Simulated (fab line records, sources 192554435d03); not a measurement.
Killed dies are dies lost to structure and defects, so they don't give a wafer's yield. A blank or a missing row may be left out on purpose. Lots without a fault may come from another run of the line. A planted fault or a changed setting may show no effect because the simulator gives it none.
Chamber matching | flow n5_finfet | N5_FIN_SAQP_ETCH_64 on rie_si-03: 4 sister chambers
The step etches SiO2 in CF4, target depth 1.5 nm. 8 wafers are shown with their chamber, then 12 later ones without.

WAFERS WITH THEIR CHAMBER
wafer  | chamber | throttle_valve_pct (%) | drypump_motor_current_A (A)
L081.4 | 0       | 21.91                  | 5.95
L082.3 | 3       | 21.77                  | 6.06
L082.6 | 3       | 21.77                  | 6.07
L090.2 | 0       | 21.92                  | 6.00
L090.3 | 2       | 21.20                  | 5.48
L091.2 | 2       | 21.18                  | 5.57
L091.4 | 1       | 21.98                  | 5.65
L091.5 | 1       | 21.99                  | 5.68

WAFERS WITHOUT THEIR CHAMBER
wafer  | throttle_valve_pct (%) | drypump_motor_current_A (A)
L093.1 | 21.91                  | 6.02
L093.3 | 21.78                  | 6.07
L093.5 | 21.20                  | 5.54
L096.1 | 21.78                  | 6.06
L096.2 | 21.97                  | 5.65
L096.3 | 21.90                  | 6.09
L096.4 | 21.20                  | 5.55
L096.5 | 21.19                  | 5.53
L096.6 | 21.78                  | 6.05
L097.2 | 21.90                  | 6.07
L097.3 | 21.19                  | 5.54
L097.6 | 21.90                  | 5.99

WHICH CHAMBER EACH WENT THROUGH
wafer  | from the rows above | in truth
L093.1 | 0                   | 0
L093.3 | 3                   | 3
L093.5 | 2                   | 2
L096.1 | 3                   | 3
L096.2 | 1                   | 1
L096.3 | 0                   | 0
L096.4 | 2                   | 2
L096.5 | 2                   | 2
L096.6 | 3                   | 3
L097.2 | 0                   | 0
L097.3 | 2                   | 2
L097.6 | 0                   | 0
Placed correctly: 12 of 12. Can't be placed from these rows: 0. Placed wrongly: 0.
How it was worked out, from the rows above alone: a wafer's distance from a chamber is the root of the sum, over the readings, of the square of ((its reading less the chamber's mean) divided by the reading's scatter). The wafer belongs to the nearest chamber; if the next one is less than 2 further off, it can't be placed. A chamber's mean is the mean of its shown wafers. The scatter: the root of (the sum of the squares of (reading less its chamber's mean) over the shown wafers, divided by (wafers less chambers)).
